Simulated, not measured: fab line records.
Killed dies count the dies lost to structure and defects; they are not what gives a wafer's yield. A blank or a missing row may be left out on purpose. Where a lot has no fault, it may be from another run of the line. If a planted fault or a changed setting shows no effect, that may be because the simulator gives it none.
The same fault as seen by 2 desks -- flow n5-finfet -- every desk sees just its own numbers, and what lay behind them comes last

== FROM THE METROLOGY DESK ==
What the gauges read, lot by lot, whatever tool the lot ran on: means of the sampled wafers that have a number. The brackets show how far a lot's mean lies from the usual mean; more than 4 standard deviations puts the lot out of limits, marked OUT. It has 11 readings, of which 7 appear: the earliest out of limits, and the ones furthest out on some lot.
Columns: A = M3_ILD_THK at N5_BEOL_M3_THK_MEAS_01, usual 79.4 nm; B = DIBL_N at N5_BEOL_M4_RC_MEAS_101, usual 36.1 mV/V; C = DIBL_P at N5_BEOL_M4_RC_MEAS_101, usual 35.8 mV/V; D = IOFF_P at N5_BEOL_M4_RC_MEAS_101, usual 0.21 nA/um; E = ION_N at N5_BEOL_M4_RC_MEAS_101, usual 677 uA/um; F = ION_P at N5_BEOL_M4_RC_MEAS_101, usual 465 uA/um; G = VT_N at N5_BEOL_M4_RC_MEAS_101, usual 249 mV
lot,first seen here,A,B,C,D,E,F,G
L230,day 7 18:01,79.5,36.4,36.3,0.22,683,465,246
L231,day 7 21:29,79.2,36.9,36.0,0.22,662,458,252
L232,day 8 01:55,79.2,36.8,35.5,0.22,684,464,248
L233,day 8 07:44,78.8,34.3,32.6,0.17,677,465,252
L242,day 10 20:58,86.5 (+6.5) OUT,36.9,38.4,0.25,705,482,247
L245,day 10 22:14,79.0,36.2,36.2,0.18,673,459,251
L246,day 11 03:32,79.9,34.9,34.7,0.20,664,462,253
L248,day 12 06:25,78.9,35.2,34.7,0.19,673,460,250
L251,day 13 06:29,78.5,36.2,36.7,0.20,675,466,250
L253,day 13 20:57,79.5,37.3,37.9,0.24,691,473,248
This desk's finding: out of limits on L242; first on L242, day 10 20:58 (M3_ILD_THK at N5_BEOL_M3_THK_MEAS_01). In limits: L230, L231, L232, L233, L245, L246, L248, L251, L253.

== FOR THE TOOL OWNER'S DESK: pecvd-01 ==
The tool's own readings at N5_BEOL_M3_ILD_DEP_00 (deposits SiOC from DEMS/O2, target thk 79 nm, time 15.3 s): means of the sampled wafers that have a number, for each lot that ran on this tool. The brackets show how far a lot's mean lies from the usual mean; more than 4 standard deviations puts the lot out of limits, marked OUT.
Columns: A = heater-power-w at N5_BEOL_M3_ILD_DEP_00, usual 462 W; B = showerhead-plenum-p-Torr at N5_BEOL_M3_ILD_DEP_00, usual 5.696 Torr; C = throttle-valve-pct at N5_BEOL_M3_ILD_DEP_00, usual 12.2 %
lot,first seen here,A,B,C
L232,day 8 01:50,405,5.699,12.1
L233,day 8 07:38,431,5.695,11.6
L242,day 10 20:53,414,5.697,11.5
L251,day 13 06:25,405,5.708,11.1
This desk's verdict: no lot among the 4 shows anything out of limits.

== BROUGHT TOGETHER ==
On L242, the metrology desk was in a position to raise an alarm at day 10 20:58.
The tool owner's desk saw nothing out of limits.
The tool owner's desk has L242 on record, within its limits.
The lots listed all ran N5_BEOL_M3_ILD_DEP_00 on pecvd-01.

== WHAT THE SIMULATOR PUT IN ==
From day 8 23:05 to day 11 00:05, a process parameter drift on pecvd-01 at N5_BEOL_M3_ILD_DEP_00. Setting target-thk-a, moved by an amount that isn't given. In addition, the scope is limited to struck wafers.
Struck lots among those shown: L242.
Time in hours between the start of the fault and the first out-of-limits reading at each desk: metrology desk, 46.
